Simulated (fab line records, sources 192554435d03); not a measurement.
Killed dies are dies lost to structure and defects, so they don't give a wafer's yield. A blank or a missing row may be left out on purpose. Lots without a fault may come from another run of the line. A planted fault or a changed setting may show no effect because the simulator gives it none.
Chamber matching | flow n5_finfet | N5_BEOL_M11_DEP_56 on pecvd-04: 3 sister chambers
The step deposits SiCN from 3MS/NH3, target thk 30 nm, time 10.5 s. 18 wafers are shown with their chamber, then 9 later ones without.

WAFERS WITH THEIR CHAMBER
wafer  | chamber | throttle_valve_pct (%) | showerhead_vpp_V (V) | showerhead_plenum_p_Torr (Torr)
L078.2 | 1       | 19.7                   | 1759                 | 4.194
L078.4 | 2       | 18.0                   | 1571                 | 4.184
L078.6 | 1       | 20.0                   | 1773                 | 4.185
L079.3 | 1       | 19.7                   | 1758                 | 4.193
L079.4 | 0       | 16.9                   | 1567                 | 4.173
L079.5 | 2       | 17.7                   | 1576                 | 4.172
L082.1 | 1       | 19.8                   | 1761                 | 4.178
L082.5 | 1       | 19.8                   | 1742                 | 4.186
L082.6 | 0       | 16.7                   | 1561                 | 4.165
L085.4 | 1       | 19.8                   | 1778                 | 4.179
L085.5 | 0       | 17.0                   | 1554                 | 4.161
L085.6 | 2       | 17.8                   | 1597                 | 4.164
L080.2 | 0       | 17.1                   | 1591                 | 4.158
L080.3 | 1       | 19.9                   | 1781                 | 4.177
L080.4 | 1       | 20.0                   | 1774                 | 4.185
L087.3 | 1       | 19.9                   | 1747                 | 4.191
L087.5 | 0       | 16.8                   | 1549                 | 4.160
L087.6 | 2       | 17.8                   | 1576                 | 4.169

SIGNATURES (means of the wafers above)
reading                  | chamber 0 | chamber 1 | chamber 2 | scatter within a chamber
throttle_valve_pct       | 16.900    | 19.844    | 17.825    | 0.129
showerhead_vpp_V         | 1564.40   | 1763.67   | 1580.00   | 14.1
showerhead_plenum_p_Torr | 4.16340   | 4.18533   | 4.17225   | 0.00677
Rule: a wafer's distance from a chamber is the root of the sum, over the readings, of the square of ((its reading less the chamber's mean) divided by the reading's scatter). The wafer belongs to the nearest chamber; if the next one is less than 2 further off, it can't be placed. The scatter: the root of (the sum of the squares of (reading less its chamber's mean) over the shown wafers, divided by (wafers less chambers)).

WAFERS WITHOUT THEIR CHAMBER
wafer  | throttle_valve_pct (%) | showerhead_vpp_V (V) | showerhead_plenum_p_Torr (Torr)
L090.1 | 17.0                   | 1609                 | 4.166
L090.4 | 17.8                   | 1603                 | 4.157
L090.6 | 19.9                   | 1770                 | 4.187
L091.1 | 19.9                   | 1762                 | 4.173
L091.3 | 17.9                   | 1593                 | 4.166
L091.5 | 18.0                   | 1593                 | 4.174
L093.2 | 17.7                   | 1567                 | 4.185
L093.3 | 17.1                   | 1583                 | 4.164
L093.4 | 17.9                   | 1553                 | 4.181

WHICH CHAMBER EACH WENT THROUGH
wafer  | from the rows above | in truth
L090.1 | 0                   | 0
L090.4 | 2                   | 2
L090.6 | 1                   | 1
L091.1 | 1                   | 1
L091.3 | 2                   | 2
L091.5 | 2                   | 2
L093.2 | 2                   | 2
L093.3 | 0                   | 0
L093.4 | 2                   | 2
Placed correctly: 9 of 9. Can't be placed from these rows: 0. Placed wrongly: 0.
